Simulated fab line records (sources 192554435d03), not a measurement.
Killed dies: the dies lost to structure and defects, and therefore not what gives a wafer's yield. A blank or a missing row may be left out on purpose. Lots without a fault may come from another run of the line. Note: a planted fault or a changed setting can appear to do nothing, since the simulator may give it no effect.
Which tool did it? | flow n5Finfet | 21 lots with 63 wafers sampled at 2 steps, on a route of 1938 steps

== WHAT THE GAUGES READ, wafer by wafer ==
N5_MOL_CONTACT_COAG_INSPECT_10: inspects for defects (brightfield).
lot  | measured     | on               | rawDefectCount
L074 | day 5 15:47  | defectInspect-02 | 74 69 56
L075 | day 4 22:07  | defectInspect-02 | 112 63 100
L076 | day 5 03:44  | defectInspect-02 | 52 108 54
L077 | day 5 14:27  | defectInspect-02 | 65 79 64
L078 | day 5 18:37  | defectInspect-02 | 123 109 85
L079 | day 5 21:49  | defectInspect-01 | 68 58 48
L080 | day 6 05:00  | defectInspect-01 | 39 76 56
L081 | day 6 11:30  | defectInspect-01 | 76 78 84
L082 | day 6 22:25  | defectInspect-02 | 57 82 40
L083 | day 7 03:54  | defectInspect-01 | 39 79 42
L084 | day 7 08:31  | defectInspect-01 | 46 50 60
L085 | day 7 14:32  | defectInspect-01 | 124 75 73
L086 | day 7 23:05  | defectInspect-02 | 124 79 157
L087 | day 8 04:10  | defectInspect-02 | 51 93 55
L089 | day 8 10:56  | defectInspect-02 | 88 79 61
L092 | day 9 03:26  | defectInspect-01 | 85 59 44
L093 | day 9 10:34  | defectInspect-02 | 76 142 53
L094 | day 9 16:17  | defectInspect-01 | 64 58 78
L095 | day 9 23:15  | defectInspect-01 | 56 70 45
L096 | day 10 03:19 | defectInspect-02 | 79 78 114
L097 | day 10 09:55 | defectInspect-02 | 59 86 70

== TOOL THAT RAN EACH LOT (tool first, then ch and the chambers of the sampled wafers, then the start) ==
lot  | N5_HKMG_FIN_ETCH_86
L074 | rieDiel-03 ch 1,3, day 4 08:49
L075 | rieDiel-06 ch 1,2, day 4 11:28
L076 | rieDiel-06 ch 1,2, day 4 15:53
L077 | rieDiel-06 ch 0,3, day 4 23:14
L078 | rieDiel-05 ch 1,2,3, day 5 05:31
L079 | rieDiel-05 ch 0,1,2, day 5 10:59
L080 | rieDiel-03 ch 2,3, day 5 17:47
L081 | rieDiel-05 ch 1,2,3, day 5 23:41
L082 | rieDiel-06 ch 1,2,3, day 6 11:28
L083 | rieDiel-05 ch 1,2,3, day 6 17:13
L084 | rieDiel-06 ch 0,1,3, day 6 21:37
L085 | rieDiel-06 ch 0,2,3, day 7 03:19
L086 | rieDiel-06 ch 0,2, day 7 12:19
L087 | rieDiel-03 ch 1,2, day 7 16:49
L089 | rieDiel-06 ch 2,3, day 8 00:04
L092 | rieDiel-03 ch 0,3, day 8 16:30
L093 | rieDiel-03 ch 0,1,2, day 9 00:02
L094 | rieDiel-06 ch 1,3, day 9 04:29
L095 | rieDiel-05 ch 1,2,3, day 9 12:37
L096 | rieDiel-06 ch 0,1,2, day 9 16:32
L097 | rieDiel-03 ch 0,1,2, day 9 22:52
- N5_HKMG_FIN_ETCH_86: etches SOC in N2/H2, stops on TiN, target depth 393.2 nm.

== WHAT THE TOOLS THEMSELVES READ (means of the sampled wafers that have a number; where no wafer has one, the mark that the record gives instead) ==
N5_HKMG_FIN_ETCH_86.
lot  | tool       | biasW (W) | drypumpMotorCurrentA (A) | oesProductAu (a.u.) | rfFwdPowerW (W) | rfVppV (V) | showerheadPlenumPTorr (Torr) | throttleValvePct (%)
L074 | rieDiel-03 | 61.18     | 5.8                      | 0.70                | 843             | 241.2      | 2.55                         | 18.14
L075 | rieDiel-06 | 61.00     | 5.5                      | 0.69                | 848             | 240.8      | 2.49                         | 17.96
L076 | rieDiel-06 | 61.06     | 5.5                      | 0.69                | 848             | 240.6      | 2.49                         | 17.95
L077 | rieDiel-06 | 61.06     | 4.9                      | 0.79                | 843             | 241.6      | 2.63                         | 17.83
L078 | rieDiel-05 | 61.05     | 5.4                      | 0.80                | 844             | 241.0      | 2.52                         | 17.83
L079 | rieDiel-05 | 60.96     | 5.3                      | 0.86                | 843             | 241.0      | 2.50                         | 17.68
L080 | rieDiel-03 | 60.97     | 5.6                      | 0.79                | 843             | 241.9      | 2.64                         | 18.14
L081 | rieDiel-05 | 61.09     | 5.3                      | 0.79                | 843             | 240.0      | 2.52                         | 17.84
L082 | rieDiel-06 | 61.09     | 5.1                      | 0.69                | 846             | 240.4      | 2.53                         | 17.99
L083 | rieDiel-05 | 61.09     | 5.3                      | 0.78                | 845             | 240.5      | 2.52                         | 17.85
L084 | rieDiel-06 | 60.92     | 5.3                      | 0.76                | 842             | 240.9      | 2.57                         | 17.85
L085 | rieDiel-06 | 60.97     | 4.9                      | 0.76                | 844             | 240.0      | 2.58                         | 17.87
L086 | rieDiel-06 | 61.01     | 4.9                      | 0.74                | 843             | 240.5      | 2.53                         | 17.89
L087 | rieDiel-03 | 61.18     | 5.8                      | 0.92                | 842             | 241.2      | 2.57                         | 17.79
L089 | rieDiel-06 | 61.06     | 4.7                      | 0.67                | 845             | 240.1      | 2.54                         | 18.05
L092 | rieDiel-03 | 60.96     | 6.0                      | 0.88                | 841             | 240.9      | 2.55                         | 18.01
L093 | rieDiel-03 | 60.96     | 6.0                      | 0.92                | 843             | 240.4      | 2.53                         | 17.79
L094 | rieDiel-06 | 60.97     | 5.2                      | 0.68                | 843             | 241.6      | 2.57                         | 18.04
L095 | rieDiel-05 | 60.97     | 5.3                      | 0.75                | 847             | 239.9      | 2.51                         | 17.90
L096 | rieDiel-06 | 61.08     | 5.3                      | 0.82                | 845             | 240.8      | 2.52                         | 17.77
L097 | rieDiel-03 | 61.06     | 6.0                      | 0.90                | 844             | 239.7      | 2.53                         | 17.81

== THE ANSWER, worked out from the rows above alone ==
Rule: the usual values come from the lots themselves. Put in order of their means at a reading, lots are off if they are a third of the lots or fewer, leave a main group of 4 or more, and stand apart from it by a gap of 3 or more times the standard deviation of the main group's means; of several such gaps the widest counts. Not used: any main group whose means are identical at the precision the tables above print for the reading. A lot without any number at a reading at which 4 lots or more have one is off too. Any other lot the step has rows for is counted as sound. First the gauges in route order, then the tools' own readings, where a lot's mean is used as printed above. The first step at which some lot is off is used, and at that step the reading that is off furthest; a lot without a number counts as furthest.
Nothing can be told from this: no lot is off at any reading shown.

== WHAT WAS PUT IN BY THE SIMULATOR ==
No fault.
